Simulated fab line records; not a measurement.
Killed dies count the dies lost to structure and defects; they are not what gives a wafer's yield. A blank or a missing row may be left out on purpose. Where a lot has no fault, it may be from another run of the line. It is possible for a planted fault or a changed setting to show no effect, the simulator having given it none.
Matching of chambers + flow n5-finfet + rie-diel-04 running N5_BEOL_M3_ETCH_70: 4 sister chambers
The step etches SOC in N2/H2, target depth 80 nm, overetch 16 nm, time 120 s. 16 wafers are shown with their chamber, then 8 later ones without.

== WAFERS, EACH WITH ITS CHAMBER ==
| wafer  | chamber | drypump-motor-current-A (A) | showerhead-plenum-p-Torr (Torr) | throttle-valve-pct (%) |
|--------|---------|-----------------------------|---------------------------------|------------------------|
| L080.1 | 1       | 6.2                         | 2.41                            | 18.1                   |
| L080.2 | 2       | 4.9                         | 2.58                            | 17.7                   |
| L080.6 | 1       | 6.2                         | 2.41                            | 18.1                   |
| L081.2 | 0       | 5.2                         | 2.68                            | 17.1                   |
| L081.3 | 3       | 5.0                         | 2.59                            | 17.3                   |
| L081.5 | 3       | 5.0                         | 2.59                            | 17.3                   |
| L088.2 | 1       | 6.2                         | 2.40                            | 18.1                   |
| L088.3 | 3       | 5.0                         | 2.58                            | 17.4                   |
| L088.6 | 2       | 4.9                         | 2.57                            | 17.7                   |
| L087.1 | 2       | 4.9                         | 2.57                            | 17.7                   |
| L087.3 | 3       | 5.0                         | 2.58                            | 17.4                   |
| L087.5 | 2       | 4.9                         | 2.57                            | 17.7                   |
| L091.1 | 0       | 5.3                         | 2.67                            | 17.2                   |
| L091.3 | 3       | 5.0                         | 2.58                            | 17.4                   |
| L091.4 | 3       | 5.0                         | 2.58                            | 17.4                   |
| L094.2 | 0       | 5.3                         | 2.67                            | 17.2                   |

SIGNATURES (averages over the wafers above)
| reading                  | chamber 0 | chamber 1 | chamber 2 | chamber 3 | scatter within a chamber |
|--------------------------|-----------|-----------|-----------|-----------|--------------------------|
| drypump-motor-current-A  | 5.267     | 6.200     | 4.900     | 5.000     | 0.0236                   |
| showerhead-plenum-p-Torr | 2.6733    | 2.4067    | 2.5725    | 2.5833    | 0.00534                  |
| throttle-valve-pct       | 17.167    | 18.100    | 17.700    | 17.367    | 0.0408                   |
Rule: a wafer's distance from a chamber is the root of the sum, over the readings, of the square of ((its reading less the chamber's mean) divided by the reading's scatter). The wafer belongs to the nearest chamber; if the next one is less than 2 further off, it can't be placed. The scatter is the square root of a quotient: the sum, over the shown wafers, of each reading's squared deviation from its chamber's mean, divided by wafers minus chambers.

== WAFERS WHOSE CHAMBER IS MISSING ==
| wafer  | drypump-motor-current-A (A) | showerhead-plenum-p-Torr (Torr) | throttle-valve-pct (%) |
|--------|-----------------------------|---------------------------------|------------------------|
| L094.5 | 5.0                         | 2.58                            | 17.4                   |
| L094.6 | 5.2                         | 2.67                            | 17.2                   |
| L097.1 | 5.0                         | 2.57                            | 17.4                   |
| L097.2 | 4.9                         | 2.56                            | 17.8                   |
| L097.3 | 6.2                         | 2.72                            | 17.9                   |
| L097.4 | 5.3                         | 2.67                            | 17.2                   |
| L097.5 | 5.0                         | 2.57                            | 17.4                   |
| L097.6 | 5.3                         | 2.67                            | 17.2                   |

== THE CHAMBER EACH PASSED THROUGH ==
| wafer  | from the rows above | in truth                   |
|--------|---------------------|----------------------------|
| L094.5 | 3                   | 3                          |
| L094.6 | 0                   | 0                          |
| L097.1 | 3                   | 3                          |
| L097.2 | 2                   | 2                          |
| L097.3 | 0                   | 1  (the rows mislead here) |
| L097.4 | 0                   | 0                          |
| L097.5 | 3                   | 3                          |
| L097.6 | 0                   | 0                          |
7 of 8 placed correctly. Number that these rows cannot place: 0. Wrongly placed: 1.
